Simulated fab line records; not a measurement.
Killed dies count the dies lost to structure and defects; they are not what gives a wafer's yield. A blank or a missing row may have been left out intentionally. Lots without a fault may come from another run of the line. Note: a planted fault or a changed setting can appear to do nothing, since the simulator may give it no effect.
2 desks, one fault | flow n5_finfet | every desk sees just its own numbers, and what lay behind them comes last

== FOR THE TOOL OWNER'S DESK: pecvd-01 ==
The tool's own readings at N5_BEOL_M6_ILD_DEP_00 (deposits SiCOH lowk from DEMS/porogen, target thk 179.75 nm, time 33.4 s): means of the sampled wafers that have a number, for each lot that ran on this tool. If a lot's mean is further than 4 standard deviations from the usual mean, the lot is out of limits and carries the mark OUT (the distance appears in the brackets).
Columns: A = heater_power_w at N5_BEOL_M6_ILD_DEP_00, usual 308 W; B = showerhead_plenum_p_Torr at N5_BEOL_M6_ILD_DEP_00, usual 5.734 Torr; C = susceptor_temp_C at N5_BEOL_M6_ILD_DEP_00, usual 300.01 C; D = throttle_valve_pct at N5_BEOL_M6_ILD_DEP_00, usual 13.3 %
lot  | first seen here | A   | B     | C                | D
L836 | day 10 06:11    | 299 | 5.741 | 300.16           | 13.3
L837 | day 10 09:58    | 294 | 5.725 | 299.85           | 13.6
L842 | day 11 21:26    | 458 | 5.744 | 310.86 (+54) OUT | 13.7
L844 | day 12 22:50    | 359 | 5.747 | 310.72 (+54) OUT | 13.4
This desk finds L842, L844 out of limits, L842 being first, at day 11 21:26 (susceptor_temp_C at N5_BEOL_M6_ILD_DEP_00). L836, L837: within limits.

== AT THE METROLOGY DESK ==
What the gauges read for every lot (on any tool): the sampled wafers with a number, averaged. If a lot's mean is further than 4 standard deviations from the usual mean, the lot is out of limits and carries the mark OUT (the distance appears in the brackets).
Columns: A = M5_THK at N5_BEOL_M5_THK_MEAS_53, usual 61.4 nm; B = M6_ILD_THK at N5_BEOL_M6_THK_MEAS_01, usual 155.4 nm
lot  | first seen here | A    | B
L833 | day 9 04:46     | 58.5 | 158.2
L835 | day 10 01:04    | 61.1 | 155.3
L836 | day 10 05:52    | 60.5 | 153.4
L837 | day 10 09:37    | 60.5 | 156.7
L842 | day 11 21:07    | 62.6 | 145.7 (-6.1) OUT
L844 | day 12 22:29    | 62.5 | 146.6 (-5.5) OUT
L845 | day 13 05:02    | 62.0 | 156.0
L849 | day 14 03:22    | 63.6 | 153.8
L853 | day 15 06:17    | 59.8 | 154.8
L855 | day 15 15:26    | 62.5 | 155.7
L856 | day 15 16:40    | 59.9 | 155.9
This desk's result: L842, L844 out of limits, first on L842 (M6_ILD_THK at N5_BEOL_M6_THK_MEAS_01), day 11 22:02. L833, L835, L836, L837, L845, L849, L853, L855, L856: within limits.

== TAKEN TOGETHER ==
On L842, L844, at day 11 21:26, an alarm was possible from the tool owner's desk.
At day 11 22:02 the metrology desk could have sounded an alarm, on L842, L844.
N5_BEOL_M6_ILD_DEP_00 was run on pecvd-01 by each of the lots named.

== WHAT THE SIMULATOR PUT IN ==
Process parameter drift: pecvd-01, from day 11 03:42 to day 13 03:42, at N5_BEOL_M6_ILD_DEP_00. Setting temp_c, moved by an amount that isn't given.
Lots struck among those shown: L842, L844.
Fault start to first reading out of limits, in hours, per desk: tool owner, 18; metrology, 18.
